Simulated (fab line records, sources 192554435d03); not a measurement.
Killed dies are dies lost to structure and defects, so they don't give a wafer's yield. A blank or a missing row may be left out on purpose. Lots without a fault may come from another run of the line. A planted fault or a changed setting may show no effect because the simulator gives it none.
A struck lot beside a sound one | flow n5_finfet | 15 steps out of a route of 1938
Sound: wafers L130.2, L130.4, L130.6. Struck: wafers L138.1, L138.3, L138.5. The cause comes at the end.
At each step with rows: each side's tool, then ch and its chambers, then its first start. Under that, the readings that differ: sound wafers | struck wafers | difference of the means | sigmas: that difference in standard deviations of wafers without a fault.
alike: readings whose means differ by less than 2 such deviations, and words and numbers that are the same on both sides. not compared: withheld readings, readings that some wafer has no value for, bounds like >300 that may hide the same value, and numbers for which the record gives no deviation and whose values overlap.
The two part at a step that has a row with sigmas, a row that says differs or no value, or rows on one side only. Numbers that don't overlap but have no deviation are shown without sigmas and don't part them. A reading that every wafer of one side lacks parts them only if that side has two wafers or more.

first, 7 steps without rows for these wafers: N5_PASSIVATION_COAT_04; N5_PASSIVATION_EBR_06; N5_PASSIVATION_SOFTBAKE_05 (time 90 s); N5_PASSIVATION_EXPOSE_07 (exposes mask TV, defocus 0 nm, target cd 3000 nm); N5_PASSIVATION_PEB_08; N5_PASSIVATION_DEVELOP_09 (develop time 60 s); N5_PASSIVATION_HARDBAKE_11 (time 120 s).
N5_PASSIVATION_CD_MEAS_10: target cd 3000 nm.
  sound on cd_sem-03 ch 0, day 12 23:31; struck on cd_sem-01 ch 0, day 15 12:32
  alike: cd_nm
N5_PASSIVATION_OVL_MEAS_60:
  sound on overlay-01 ch 0, day 12 23:32; struck on overlay-02 ch 0, day 15 12:34
  alike: TV_OVL
N5_PASSIVATION_INSPECT_61: inspects for defects (macro).
  sound on defect_inspect-01, day 12 23:34; struck on defect_inspect-01, day 15 12:35
  alike: raw_defect_count
N5_PASSIVATION_DESCUM_12: chemistry O2, time 7.9 s.
  sound on rie_diel-05 ch 0,2,3, day 12 23:36; struck on rie_diel-05 ch 0,1,2, day 15 13:13
  alike: drypump_motor_current_A, oes_product_au, rf_vpp_V, showerhead_plenum_p_Torr, throttle_valve_pct
  not compared: rf_hours_counter_h
N5_PASSIVATION_PASS_ETCH_74: etches SiNx in CF4/O2, target depth 220 nm, time 110 s.
  sound on rie_diel-05 ch 0,2,3, day 12 23:40; struck on rie_diel-05 ch 0,1,2, day 15 13:17
  alike: bias_w, drypump_motor_current_A, mfc_ar_sccm, oes_o_777_au, oes_product_au, rf_vpp_V, showerhead_plenum_p_Torr, throttle_valve_pct
  not compared: rf_hours_counter_h
N5_PASSIVATION_VIA_ETCH_13: etches SiO2 in CHF3/O2, target depth 660 nm, time 330 s.
  sound on rie_diel-05 ch 0,2,3, day 12 23:46; struck on rie_diel-05 ch 0,1,2, day 15 13:22
  reading      | sound             | struck            | difference | sigmas
  bias_w (W)   | 169.8 169.9 170.0 | 179.7 178.6 178.5 | +9.0       | +17
  rf_vpp_V (V) | 528 524 527       | 544 556 558       | +26        | +3
  alike: drypump_motor_current_A, etch_rf_on_time_s, mfc_ar_sccm, oes_o_777_au, oes_product_au, showerhead_plenum_p_Torr, throttle_valve_pct
  not compared: rf_hours_counter_h
N5_PASSIVATION_STRIP_14: strips in O2.
  sound on rie_diel-05 ch 0,2,3, day 12 23:57; struck on rie_diel-05 ch 0,1,2, day 15 13:34
  alike: drypump_motor_current_A, oes_product_au, rf_vpp_V, showerhead_plenum_p_Torr, throttle_valve_pct
  not compared: rf_hours_counter_h
then, 1 step without rows for these wafers: N5_PASSIVATION_PROBE_49.

WHERE THEY PART
Only at N5_PASSIVATION_VIA_ETCH_13, within this record. Later steps at which nothing parts them and some readings are alike: N5_PASSIVATION_STRIP_14.

WHY: what the simulator had put in
Process parameter drift: rie_diel-05, from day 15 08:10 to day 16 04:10, at N5_PASSIVATION_VIA_ETCH_13. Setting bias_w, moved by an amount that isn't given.
